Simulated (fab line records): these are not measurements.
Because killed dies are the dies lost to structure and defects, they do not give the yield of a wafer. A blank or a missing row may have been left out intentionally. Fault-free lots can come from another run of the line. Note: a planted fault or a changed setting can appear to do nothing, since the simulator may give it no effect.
Which tool is to blame? ; flow n5-finfet ; 35 wafers from 12 lots sampled at 4 of the route's 1938 steps

== WHAT EACH GAUGE READ, for each wafer ==
N5_MIM_TOP_LITHO_OVL_MEAS_11.
lot;measured;on;MIM_TOP_OVL (nm)
L857;day 16 06:37;overlay-02;3 1 -4
L855;day 16 12:44;overlay-01;8 -1 12
L856;day 16 18:23;overlay-01;4 1 3
L858;day 16 19:33;overlay-02;-3 1
L859;day 16 19:56;overlay-01;0 4 -1
L860;day 17 09:19;overlay-01;9 2 8
L864;day 17 13:37;overlay-02;-2 6 4
L865;day 18 14:22;overlay-02;5 9 6
L875;day 20 16:25;overlay-01;7 3 1
L876;day 21 10:01;overlay-01;2 5 4
L877;day 21 10:16;overlay-01;-1 8 5
L878;day 21 20:59;overlay-01;1 4 7

N5_MIM_BOT_LITHO_INSPECT_12: inspects for defects (macro).
lot;measured;on;raw-defect-count
L857;day 16 07:33;defect-inspect-02;2 4 6
L855;day 16 13:47;defect-inspect-02;1 1 0
L856;day 16 19:12;defect-inspect-01;5 6 4
L858;day 16 20:38;defect-inspect-01;3 3
L859;day 16 21:08;defect-inspect-01;0 1 4
L860;day 17 10:12;defect-inspect-02;1 4 1
L864;day 17 14:31;defect-inspect-01;2 3 3
L865;day 18 15:13;defect-inspect-01;1 7 2
L875;day 20 17:36;defect-inspect-02;4 0 1
L876;day 21 10:52;defect-inspect-02;1 5 2
L877;day 21 11:01;defect-inspect-01;1 0 0
L878;day 21 21:46;defect-inspect-01;1 4 1

== WHAT TOOL EACH LOT RAN ON (gives the tool, then ch and the chambers of the sampled wafers, and finally the start) ==
lot;N5_MIM_TOP_ALD_01;N5_MIM_TOP_ETCH_PECVD_03
L857;ald-hk-01 ch 2,3, day 16 06:37 or earlier;pecvd-03 ch 0,1,2, day 16 07:08
L855;ald-hk-02 ch 2,3, day 16 12:44 or earlier;pecvd-03 ch 0,1,2, day 16 13:14
L856;ald-hk-02 ch 2,3, day 16 18:23 or earlier;pecvd-04 ch 0,1, day 16 18:46
L858;ald-hk-02 ch 1,3, day 16 19:33 or earlier;pecvd-03 ch 0,2, day 16 20:06
L859;ald-hk-01 ch 0,2,3, day 16 19:56 or earlier;pecvd-04 ch 0,1, day 16 20:35
L860;ald-hk-02 ch 1,2,3, day 17 09:19 or earlier;pecvd-04 ch 0,1, day 17 09:40
L864;ald-hk-01 ch 2,3, day 17 13:37 or earlier;pecvd-04 ch 1,2, day 17 13:58
L865;ald-hk-03 ch 0,1,2, day 18 14:22 or earlier;pecvd-04 ch 0,1,2, day 18 14:49
L875;ald-hk-01 ch 0,1,2, day 20 16:25 or earlier;pecvd-02 ch 0,1,2, day 20 17:04
L876;ald-hk-03 ch 1,2,3, day 21 10:01 or earlier;pecvd-03 ch 0,1,2, day 21 10:28
L877;ald-hk-02 ch 0,1,3, day 21 10:16 or earlier;pecvd-04 ch 0,1, day 21 10:37
L878;ald-hk-03 ch 0,2,3, day 21 20:59 or earlier;pecvd-02 ch 0, day 21 21:20
- N5_MIM_TOP_ALD_01: deposits HfO2, target thk 5.6 nm, pulse time 1 s, purge time 3 s.
- N5_MIM_TOP_ETCH_PECVD_03: deposits SiNx from SiH4/NH3/N2, target thk 20 nm, time 17.6 s.

== WHAT THE TOOLS THEMSELVES READ (means of the sampled wafers that have a number; where no wafer has one, the mark that the record gives instead) ==
N5_MIM_TOP_ALD_01.
lot;tool;precursor-pulse-height-rel
L857;ald-hk-01;0.995
L855;ald-hk-02;1.018
L856;ald-hk-02;0.993
L858;ald-hk-02;1.000
L859;ald-hk-01;1.009
L860;ald-hk-02;0.985
L864;ald-hk-01;1.001
L865;ald-hk-03;0.991
L875;ald-hk-01;0.981
L876;ald-hk-03;0.995
L877;ald-hk-02;0.991
L878;ald-hk-03;1.006

N5_MIM_TOP_ETCH_PECVD_03.
lot;tool;chamber-pressure-Torr (Torr);heater-power-outer-w (W);heater-power-w (W);showerhead-plenum-p-Torr (Torr);throttle-valve-pct (%)
L857;pecvd-03;1.499;398;666;5.17;40.7
L855;pecvd-03;1.502;435;715;5.16;40.3
L856;pecvd-04;1.499;433;790;5.04;41.7
L858;pecvd-03;1.494;395;680;5.20;39.8
L859;pecvd-04;1.498;493;864;5.04;41.7
L860;pecvd-04;1.498;513;900;5.04;41.7
L864;pecvd-04;1.501;462;816;5.07;40.6
L865;pecvd-04;1.500;524;916;5.08;40.4
L875;pecvd-02;-;-;-;-;-
L876;pecvd-03;-;-;-;-;-
L877;pecvd-04;1.501;571;986;5.05;41.4
L878;pecvd-02;1.503;444;743;5.14;40.8

== THE ANSWER, worked out from the rows above alone ==
Rule: the lots themselves supply what counts as usual. The widest of any qualifying gaps counts: lots, ordered by their means at a reading, are off when they make up no more than a third of the lots, leave a main group of 4 or more, and stand apart from it by 3 or more times the standard deviation of that group's means. A main group is skipped when, at the precision printed for the reading in the tables above, its means are all equal. A lot without any number at a reading at which 4 lots or more have one is off too. The other lots that the step has rows for count as sound. First the gauges in route order, then the tools' own readings, where a lot's mean is used as printed above. The first step at which some lot is off is used, and at that step the reading that is off furthest; a lot without a number counts as furthest.
Off at N5_MIM_TOP_ETCH_PECVD_03 (chamber-pressure-Torr): L875, L876. Without a number there: L875, L876. Mean 1.500 Torr and standard deviation 0.0024 in the main group.
If a tool, at that step or one of the process steps before it, ran each lot that is off and ran no sound lot following the first of them, it fits. N5_MIM_TOP_ALD_01: start missing for some lots; hours and lot order therefore follow N5_MIM_TOP_LITHO_OVL_MEAS_11. No candidate that was tried fits.

== WHAT WAS PUT IN BY THE SIMULATOR ==
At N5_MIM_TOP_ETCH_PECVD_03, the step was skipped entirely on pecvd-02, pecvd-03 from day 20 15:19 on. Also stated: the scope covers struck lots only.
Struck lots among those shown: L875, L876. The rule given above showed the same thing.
